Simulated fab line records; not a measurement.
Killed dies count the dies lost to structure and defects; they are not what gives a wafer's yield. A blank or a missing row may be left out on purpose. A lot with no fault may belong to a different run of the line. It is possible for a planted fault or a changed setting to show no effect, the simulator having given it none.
Chamber matching || flow nand_harc || NHARC_A_ZERO_WELL_DESCUM_12 on rie_diel-06 has 4 sister chambers
The step chemistry O2, time 3 s. 16 wafers are shown with their chamber, then 8 later ones without.

WAFERS, EACH WITH ITS CHAMBER
{"wafer": "L925.2", "chamber": 0, "drypump_motor_current_A (A)": 6.5, "rf_vpp_V (V)": 59.3, "oes_product_au (a.u.)": 1.013}
{"wafer": "L925.4", "chamber": 0, "drypump_motor_current_A (A)": 6.5, "rf_vpp_V (V)": 58.1, "oes_product_au (a.u.)": 0.997}
{"wafer": "L925.5", "chamber": 3, "drypump_motor_current_A (A)": 5.6, "rf_vpp_V (V)": 58.0, "oes_product_au (a.u.)": 1.004}
{"wafer": "L928.1", "chamber": 1, "drypump_motor_current_A (A)": 5.9, "rf_vpp_V (V)": 57.6, "oes_product_au (a.u.)": 1.007}
{"wafer": "L928.3", "chamber": 1, "drypump_motor_current_A (A)": 5.9, "rf_vpp_V (V)": 57.3, "oes_product_au (a.u.)": 1.007}
{"wafer": "L928.5", "chamber": 1, "drypump_motor_current_A (A)": 5.9, "rf_vpp_V (V)": 55.6, "oes_product_au (a.u.)": 1.014}
{"wafer": "L930.1", "chamber": 1, "drypump_motor_current_A (A)": 5.9, "rf_vpp_V (V)": 57.6, "oes_product_au (a.u.)": 1.016}
{"wafer": "L930.4", "chamber": 3, "drypump_motor_current_A (A)": 5.7, "rf_vpp_V (V)": 57.7, "oes_product_au (a.u.)": 0.998}
{"wafer": "L930.6", "chamber": 1, "drypump_motor_current_A (A)": 5.9, "rf_vpp_V (V)": 58.3, "oes_product_au (a.u.)": 1.013}
{"wafer": "L933.1", "chamber": 0, "drypump_motor_current_A (A)": 6.5, "rf_vpp_V (V)": 58.3, "oes_product_au (a.u.)": 1.001}
{"wafer": "L933.2", "chamber": 2, "drypump_motor_current_A (A)": 5.7, "rf_vpp_V (V)": 56.4, "oes_product_au (a.u.)": 0.985}
{"wafer": "L933.4", "chamber": 3, "drypump_motor_current_A (A)": 5.6, "rf_vpp_V (V)": 58.9, "oes_product_au (a.u.)": 1.003}
{"wafer": "L936.2", "chamber": 1, "drypump_motor_current_A (A)": 5.9, "rf_vpp_V (V)": 57.4, "oes_product_au (a.u.)": 1.015}
{"wafer": "L936.4", "chamber": 0, "drypump_motor_current_A (A)": 6.5, "rf_vpp_V (V)": 57.9, "oes_product_au (a.u.)": 1.009}
{"wafer": "L936.5", "chamber": 0, "drypump_motor_current_A (A)": 6.5, "rf_vpp_V (V)": 59.4, "oes_product_au (a.u.)": 0.994}
{"wafer": "L937.2", "chamber": 2, "drypump_motor_current_A (A)": 5.8, "rf_vpp_V (V)": 56.4, "oes_product_au (a.u.)": 1.002}

SIGNATURES (averages over the wafers above)
{"reading": "drypump_motor_current_A", "chamber 0": 6.500, "chamber 1": 5.900, "chamber 2": 5.750, "chamber 3": 5.633, "scatter within a chamber": 0.0312}
{"reading": "rf_vpp_V", "chamber 0": 58.600, "chamber 1": 57.300, "chamber 2": 56.400, "chamber 3": 58.200, "scatter within a chamber": 0.754}
{"reading": "oes_product_au", "chamber 0": 1.00280, "chamber 1": 1.01200, "chamber 2": 0.99350, "chamber 3": 1.00167, "scatter within a chamber": 0.00647}
Rule: a wafer lies at a distance from a chamber equal to the root of the sum of squares, over the readings, of (its reading less the chamber's mean, divided by the reading's scatter). If the next closest chamber is less than 2 further off than the closest, the wafer can't be placed; otherwise it belongs to the closest. The scatter: the root of (the sum of the squares of (reading less its chamber's mean) over the shown wafers, divided by (wafers less chambers)).

WAFERS WHOSE CHAMBER IS MISSING
{"wafer": "L937.4", "drypump_motor_current_A (A)": 5.9, "rf_vpp_V (V)": 57.4, "oes_product_au (a.u.)": 1.006}
{"wafer": "L937.5", "drypump_motor_current_A (A)": 5.9, "rf_vpp_V (V)": 58.0, "oes_product_au (a.u.)": 1.003}
{"wafer": "L938.1", "drypump_motor_current_A (A)": 5.9, "rf_vpp_V (V)": 55.5, "oes_product_au (a.u.)": 1.012}
{"wafer": "L938.4", "drypump_motor_current_A (A)": 5.7, "rf_vpp_V (V)": 57.5, "oes_product_au (a.u.)": 0.977}
{"wafer": "L938.5", "drypump_motor_current_A (A)": 6.5, "rf_vpp_V (V)": 57.8, "oes_product_au (a.u.)": 0.999}
{"wafer": "L941.1", "drypump_motor_current_A (A)": 5.9, "rf_vpp_V (V)": 58.5, "oes_product_au (a.u.)": 1.013}
{"wafer": "L941.2", "drypump_motor_current_A (A)": 5.6, "rf_vpp_V (V)": 57.3, "oes_product_au (a.u.)": 1.001}
{"wafer": "L941.5", "drypump_motor_current_A (A)": 6.5, "rf_vpp_V (V)": 57.4, "oes_product_au (a.u.)": 0.984}

THE CHAMBER EACH PASSED THROUGH
{"wafer": "L937.4", "from the rows above": 1, "in truth": 1}
{"wafer": "L937.5", "from the rows above": 1, "in truth": 1}
{"wafer": "L938.1", "from the rows above": 1, "in truth": 1}
{"wafer": "L938.4", "from the rows above": "can't be placed: 2 or 3", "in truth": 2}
{"wafer": "L938.5", "from the rows above": 0, "in truth": 0}
{"wafer": "L941.1", "from the rows above": 1, "in truth": 1}
{"wafer": "L941.2", "from the rows above": 3, "in truth": 3}
{"wafer": "L941.5", "from the rows above": 0, "in truth": 0}
Correct placement for 7 of the 8. Unplaceable from these rows: 1, with the true chamber sitting among the candidates in 1. 0 placed wrongly.
